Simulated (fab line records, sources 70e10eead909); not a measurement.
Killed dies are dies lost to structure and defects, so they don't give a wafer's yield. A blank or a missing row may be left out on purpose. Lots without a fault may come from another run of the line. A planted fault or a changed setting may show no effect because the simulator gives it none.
fab line records | flow nand_harc
record lots=6 wafers=18 last_day=24
route steps=1159 shown A_STAIRCASE@547
lots that met no fault: from a run of the same line without faults
start_h: hours from the record's first day to the start of the lot's first wafer shown | wait_h: hours since the lot's step before | " the same as in the row above | L1.1+2: a row that stands for several wafers | - no value, or no start given | * or withheld: withheld | < > ~ a bound
route shown NAME@n: a module of which the file shows steps, and the number in the route of the first | usual: mean/standard deviation of fault-free wafers | same: alike in all rows | chamber/n: place in a boat | sites: the reading at each site | _std_site: their standard deviation | _edge_site: outer sites' mean less inner sites' | radius_mm: how far each site lies from the wafer's centre | mask NAME#n: copy n | behind: the tool/chamber that last shaped the wafer | hold: why the lot was held/for how many hours/how that ended | device: the transistor (n, p or np) that didn't switch | end of line: the same wafers' tests at the end of the route | a step without rows: its recipe alone | killed: dies lost to structure and defects at the first sort, not the wafer's yield | map: a wafer's dies, x killed, . not, _ none there
set.NAME: the setting as run; set.NAME@STEP: as run at that earlier step | model.NAME: the simulator's own value behind a step, which no gauge read
lots at some steps of the route; a table a step, a row a wafer
services: from which hour (start_h, from the record's first day; less than 0 if before it) a tool's chamber was out of use, for how many hours, and why
## steps
# step NHARC_A_STAIRCASE_DESCUM_11
# recipe time_s=3 o2_flow_sccm=200 ar_flow_sccm=0 bias_power_w=0 chemistry=O2
# usual drypump_motor_current_A=5.9/0.44 mfc_ar_sccm=0.011/0.014 oes_product_au=0.997/0.01 rf_vpp_V=57.7/0.86 showerhead_plenum_p_Torr=1.91/0.077 throttle_valve_pct=11.312/0.009
# same bias_power_w=0
# columns lot.wafer tool chamber start_h wait_h drypump_motor_current_A mfc_ar_sccm oes_product_au rf_hours_counter_h rf_vpp_V showerhead_plenum_p_Torr throttle_valve_pct
L339.1 rie_diel-08 3 253.67 - 6.3 0.009 0.996 46 55.4 1.88 11.301
L339.3 " 1 " " 6.4 0 0.996 46 57.9 1.82 11.315
L339.5 " 0 " " 5.7 0.020 0.998 - 57.0 1.89 11.300
L340.2 rie_diel-13 3 256.58 - 5.4 0.039 1.013 50 57.9 1.90 11.310
L340.1 " 0 " " 5.9 0 0.993 49 57.7 1.96 11.294
L340.6 " 2 " " 6.4 0 0.998 - 56.9 1.83 11.308
L345.1 rie_diel-13 1 267.42 - 5.7 0.011 0.984 55 58.3 2.06 11.314
L345.4 " 1 " " 5.7 0.011 0.986 - 59.7 2.06 11.297
L345.6 " 2 " " 6.3 0 0.998 - 57.2 1.83 11.304
L343.3 rie_diel-13 3 273.01 - 5.4 0.039 1.009 59 58.1 1.90 11.299
L343.1 " 1 " " 5.7 0.011 0.989 58 59.1 2.06 11.305
L343.5 " 0 " " 5.9 0 1.001 - 58.3 1.96 11.319
L349.2 rie_diel-13 3 319.52 - 5.4 0.039 1.008 10 59.3 1.90 11.297
L349.4 " 0 " " 5.9 0 1.006 11 57.5 1.96 11.310
L349.6 " 0 " " 5.9 0 0.995 - 57.3 1.96 11.322
L359.1 rie_diel-09 1 363.59 - 6.8 0 0.985 40 57.3 1.89 11.294
L359.3 " 3 " " 5.3 0.008 0.988 40 57.8 1.95 11.305
L359.5 " 2 " " 5.3 0 0.995 - 58.0 1.98 11.318
# step NHARC_A_STAIRCASE_TRIM_12
# recipe time_s=211.2 o2_flow_sccm=500 ar_flow_sccm=0 bias_w=0 chemistry=O2
# step NHARC_A_STAIRCASE_ETCH_13
# recipe target_depth_a=1000 time_s=40.5 ion_energy_ev=400 c4f8_flow_sccm=20 o2_flow_sccm=10 ar_flow_sccm=withheld rf_w=600 bias_w=1000 chemistry=C4F8/O2
# usual oes_product_au=0.934/0.015 rf_vpp_V=896/4.9
# columns lot.wafer tool chamber start_h wait_h oes_product_au rf_hours_counter_h rf_vpp_V
L339.1 rie_diel-08 1 - - 0.933 46 891
L339.3 " 2 " " 0.910 46 895
L339.5 " 2 " " 0.915 - 895
L340.1 rie_diel-13 0 - - 0.929 49 898
L340.2 " 3 " " 0.939 50 895
L340.6 " 0 " " 0.927 - 900
L345.1 rie_diel-13 1 - - 0.913 55 905
L345.4 " 2 " " 0.934 - 892
L345.6 " 3 " " 0.945 - 896
L343.1 rie_diel-13 0 - - 0.917 53 900
L343.3 " 1 " " 0.911 58 907
L343.5 " 0 " " 0.933 - 899
L349.4 rie_diel-13 3 - - 0.937 10 896
L349.2 " 0 " " 0.933 11 899
L349.6 " 3 " " 0.939 - 896
L359.3 rie_diel-09 3 - - 0.951 40 898
L359.1 " 1 " " 0.945 40 896
L359.5 " 3 " " 0.956 - 900
# step NHARC_A_STAIRCASE_TRIM_14
# recipe time_s=211.2 o2_flow_sccm=500 ar_flow_sccm=0 bias_w=0 chemistry=O2
# step NHARC_A_STAIRCASE_ETCH_15
# recipe target_depth_a=1000 time_s=40.5 ion_energy_ev=400 c4f8_flow_sccm=20 o2_flow_sccm=10 ar_flow_sccm=withheld rf_w=600 bias_w=1000 chemistry=C4F8/O2
# step NHARC_A_STAIRCASE_TRIM_16
# recipe time_s=211.2 o2_flow_sccm=500 ar_flow_sccm=0 bias_w=0 chemistry=O2
# usual drypump_motor_current_A=5.9/0.45 mfc_ar_sccm=0.011/0.014 oes_product_au=0.997/0.011 rf_vpp_V=57.7/0.91 run_length_s=232.5/0.49 showerhead_plenum_p_Torr=3.51/0.13 throttle_valve_pct=17.037/0.0089
# columns lot.wafer tool chamber start_h wait_h drypump_motor_current_A mfc_ar_sccm oes_product_au rf_hours_counter_h rf_vpp_V run_length_s showerhead_plenum_p_Torr throttle_valve_pct
L339.3 rie_diel-08 2 - - 6.3 0.031 0.994 46 58.3 232.7 3.49 17.048
L339.1 " 3 " " 6.4 0.009 1.004 47 58.3 232.3 3.47 17.033
L339.5 " 2 " " 6.3 0.031 0.997 - 58.7 232.8 3.49 17.056
L340.2 rie_diel-13 2 - - 6.3 0 1.002 53 57.2 232.2 3.39 17.032
L340.1 " 3 " " 5.4 0.039 1.017 51 58.7 232.9 3.51 17.032
L340.6 " 0 " " 5.9 0 1.011 - 58.0 232.3 3.61 17.052
L345.1 rie_diel-13 2 - - 6.4 0 0.997 59 56.7 233.1 3.38 17.043
L345.4 " 2 " " 6.3 0 1.000 - 58.1 232.5 3.38 17.021
L345.6 " 3 " " 5.4 0.039 1.019 - 57.9 233.1 3.51 17.040
L343.3 rie_diel-13 1 - - 5.7 0.011 0.985 59 58.5 231.9 3.77 17.033
L343.1 " 2 " " 6.3 0 0.996 62 56.6 232.2 3.38 17.023
L343.5 " 1 " " 5.7 0.011 0.985 - 57.3 232.3 3.77 17.034
L349.2 rie_diel-13 0 - - 5.9 0 1.009 11 58.5 232.2 3.60 17.048
L349.4 " 1 " " 5.7 0.011 1.007 11 59.0 232.2 3.77 17.042
L349.6 " 2 " " 6.3 0 1.006 - 55.9 232.7 3.37 17.054
L359.3 rie_diel-09 2 - - 5.4 0 1.004 42 58.3 232.3 3.64 17.026
L359.1 " 0 " " 5.7 0 0.974 40 56.9 232.1 3.30 17.037
L359.5 " 2 " " 5.4 0 1.002 - 58.5 231.5 3.64 17.028
# step NHARC_A_STAIRCASE_ETCH_17
# recipe target_depth_a=1000 time_s=40.5 ion_energy_ev=400 c4f8_flow_sccm=20 o2_flow_sccm=10 ar_flow_sccm=withheld rf_w=600 bias_w=1000 chemistry=C4F8/O2
# step NHARC_A_STAIRCASE_TRIM_18
# recipe time_s=211.2 o2_flow_sccm=500 ar_flow_sccm=0 bias_w=0 chemistry=O2
# step NHARC_A_STAIRCASE_ETCH_19
# recipe target_depth_a=1000 time_s=40.5 ion_energy_ev=400 c4f8_flow_sccm=20 o2_flow_sccm=10 ar_flow_sccm=withheld rf_w=600 bias_w=1000 chemistry=C4F8/O2
# step NHARC_A_STAIRCASE_TRIM_20
# recipe time_s=211.2 o2_flow_sccm=500 ar_flow_sccm=0 bias_w=0 chemistry=O2
# usual drypump_motor_current_A=5.9/0.44 mfc_ar_sccm=0.011/0.013 oes_product_au=0.997/0.0098 rf_vpp_V=57.6/0.79 run_length_s=232.5/0.46 showerhead_plenum_p_Torr=3.51/0.12 throttle_valve_pct=17.035/0.0097
# columns lot.wafer tool chamber start_h wait_h drypump_motor_current_A mfc_ar_sccm oes_product_au rf_hours_counter_h rf_vpp_V run_length_s showerhead_plenum_p_Torr throttle_valve_pct
L339.1 rie_diel-13 3 255.05 0.1 5.4 0.039 1.006 50 59.1 233.1 3.51 17.024
L339.3 " 0 " " 5.9 0 0.999 49 57.0 232.6 3.61 17.040
L339.5 " 0 " " 5.9 0 1.002 - 57.0 232.2 3.61 17.046
L340.1 rie_diel-08 3 257.86 0.1 6.4 0.009 1.009 48 58.0 232.3 3.47 17.046
L340.2 " 0 " " 5.7 0.020 1.000 50 58.7 231.8 3.50 17.047
L340.6 " 3 " " 6.4 0.009 1.004 - 57.9 232.3 3.47 17.015
L345.1 rie_diel-08 3 269.54 0.1 6.4 0.009 0.997 56 58.3 232.4 3.46 17.046
L345.4 " 2 " " 6.3 0.031 0.987 54 56.6 233.4 3.49 17.026
L345.6 " 3 " " 6.4 0.009 0.999 - 58.5 232.5 3.46 17.033
L343.3 rie_diel-13 1 274.48 0.1 5.7 0.011 0.981 59 58.5 232.6 3.77 17.035
L343.1 " 2 " " 6.3 0 0.987 62 58.1 232.4 3.38 17.017
L343.5 " 1 " " 5.7 0.011 0.984 - 58.7 232.2 3.77 17.041
L349.2 rie_diel-13 2 321.05 0.1 6.3 0 1.006 11 56.2 232.2 3.37 17.041
L349.4 " 3 " " 5.4 0.039 1.011 11 58.1 232.7 3.50 17.023
L349.6 " 2 " " 6.3 0 0.994 - 57.0 232.3 3.37 17.010
L359.1 rie_diel-09 2 364.70 0.1 5.4 0 1.008 42 57.9 231.6 3.64 17.032
L359.3 " 3 " " 5.3 0.008 1.010 41 57.9 233.3 3.60 17.019
L359.5 " 3 " " 5.3 0.008 1.002 - 57.7 233.2 3.60 17.038
# step NHARC_A_STAIRCASE_ETCH_21
# recipe target_depth_a=1000 time_s=40.5 ion_energy_ev=400 c4f8_flow_sccm=20 o2_flow_sccm=10 ar_flow_sccm=withheld rf_w=600 bias_w=1000 chemistry=C4F8/O2
# step NHARC_A_STAIRCASE_TRIM_22
# recipe time_s=211.2 o2_flow_sccm=500 ar_flow_sccm=0 bias_w=0 chemistry=O2
# usual drypump_motor_current_A=6.0/0.45 mfc_ar_sccm=0.011/0.013 oes_product_au=0.995/0.0097 rf_vpp_V=57.6/0.85 run_length_s=232.5/0.43 showerhead_plenum_p_Torr=3.50/0.12 throttle_valve_pct=17.036/0.01
# columns lot.wafer tool chamber start_h wait_h drypump_motor_current_A mfc_ar_sccm oes_product_au rf_hours_counter_h rf_vpp_V run_length_s showerhead_plenum_p_Torr throttle_valve_pct
L339.3 rie_diel-13 1 255.34 - 5.7 0.011 0.991 49 58.1 232.5 3.78 17.042
L339.1 " 3 " " 5.4 0.039 1.010 50 57.0 232.5 3.51 17.064
L339.5 " 1 " " 5.7 0.011 0.989 - 59.3 232.3 3.78 17.046
L340.2 rie_diel-08 3 258.25 - 6.3 0.009 1.002 49 57.9 232.5 3.47 17.040
L340.1 " 0 " " 5.7 0.020 0.987 50 56.9 231.9 3.50 17.042
L340.6 " 2 " " 6.3 0.031 0.980 - 59.2 232.7 3.49 17.051
L345.1 rie_diel-08 2 269.87 - 6.2 0.031 0.980 54 56.8 216.2 3.49 17.032
L345.4 " 3 " " 6.4 0.009 0.994 56 57.2 215.6 3.46 17.039
L345.6 " 1 " " 6.5 0 0.998 - 56.4 216.3 3.36 17.049
L343.3 rie_diel-08 1 276.25 - 6.4 0 0.997 57 57.2 216.0 3.36 17.031
L343.1 " 2 " " 6.3 0.031 0.979 57 58.7 216.3 3.49 17.036
L343.5 " 2 " " 6.3 0.031 0.980 - 57.7 215.9 3.49 17.034
L349.4 rie_diel-13 1 321.46 - 5.7 0.011 0.999 11 57.4 232.2 3.77 17.041
L349.2 " 3 " " 5.4 0.039 1.006 11 58.2 233.1 3.50 17.023
L349.6 " 2 " " 6.3 0 0.999 - 56.8 232.4 3.37 17.024
L359.3 rie_diel-09 1 364.97 - 6.8 0 0.981 40 57.4 233.6 3.49 17.035
L359.1 " 2 " " 5.3 0 1.006 42 58.3 232.0 3.64 17.031
L359.5 " 1 " " 6.8 0 0.988 - 56.9 233.1 3.49 17.033
# step NHARC_A_STAIRCASE_ETCH_23
# recipe target_depth_a=1000 time_s=40.5 ion_energy_ev=400 c4f8_flow_sccm=20 o2_flow_sccm=10 ar_flow_sccm=withheld rf_w=600 bias_w=1000 chemistry=C4F8/O2
# usual oes_product_au=0.938/0.016 rf_vpp_V=895/4.5
# columns lot.wafer tool chamber start_h wait_h oes_product_au rf_hours_counter_h rf_vpp_V
L339.1 rie_diel-13 0 - - 0.948 49 899
L339.3 " 1 " " 0.935 49 906
L339.5 " 3 " " 0.967 - 896
L340.2 rie_diel-08 3 - - 0.943 49 895
L340.1 " 0 " " 0.937 50 895
L340.6 " 2 " " 0.920 - 894
L345.4 rie_diel-08 0 - - 0.952 57 894
L345.1 " 3 " " 0.953 56 893
L345.6 " 0 " " 0.945 - 895
L343.3 rie_diel-09 3 276.50 - 1.003 6 900
L343.1 " 1 " " 0.987 8 895
L343.5 " 0 " " 0.979 - 888
L349.4 rie_diel-13 2 - - 0.946 11 891
L349.2 " 0 " " 0.930 12 899
L349.6 " 2 " " 0.932 - 890
L359.3 rie_diel-09 1 - - 0.926 40 894
L359.1 " 3 " " 0.960 41 897
L359.5 " 2 " " 0.942 - 901
## services
# columns tool chamber start_h hours kind
rie_diel-13 0 231.88 - clean
rie_diel-13 1 231.88 - clean
rie_diel-13 2 231.88 - clean
rie_diel-13 3 231.88 - clean
rie_diel-13 1 232.74 8.7 repair
rie_diel-09 - 238.48 0.9 repair
rie_diel-08 1 243.07 5.1 repair
rie_diel-09 - 254.16 9.0 pm
rie_diel-13 0 256.44 - clean
rie_diel-13 1 256.44 - clean
rie_diel-13 2 256.44 - clean
rie_diel-13 3 256.44 - clean
rie_diel-13 0 261.74 9.7 repair
rie_diel-08 - 272.88 0.7 repair
rie_diel-08 0 275.11 3.0 repair
rie_diel-13 - 276.05 9.0 pm
rie_diel-13 0 276.05 9.0 vent_cycle
rie_diel-13 1 276.05 9.0 vent_cycle
rie_diel-13 2 276.05 9.0 vent_cycle
rie_diel-13 3 276.05 9.0 vent_cycle
rie_diel-09 3 280.83 3.4 repair
rie_diel-13 - 296.68 1.2 repair
rie_diel-08 - 302.89 9.0 pm
rie_diel-09 0 305.02 1.4 repair
## key
first_sign step=NHARC_A_STAIRCASE_TRIM_22 reading=run_length_s direction=down sigmas=38 usual=* struck=*
effect none on later readings
met_at NHARC_A_STAIRCASE_TRIM_22
struck_wafers L343.1,L343.3,L343.5,L345.1,L345.4,L345.6
tester_left_out L343,L345
onset_between 258.25 269.87
fault kind=process_parameter_drift tool=rie_diel-08 chamber=- onset_h=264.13 steps=NHARC_A_STAIRCASE_TRIM_22 channel=time_s offset=* shape=step end_h=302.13 acts_in=* stated=*
# tester_left_out: of these lots the tester's yield and bins aren't shown, on N5 and GAA mostly nor the transistor test; their killed dies are dies lost to structure and defects alone, not to doping, threshold or leakage, so they don't give the yield
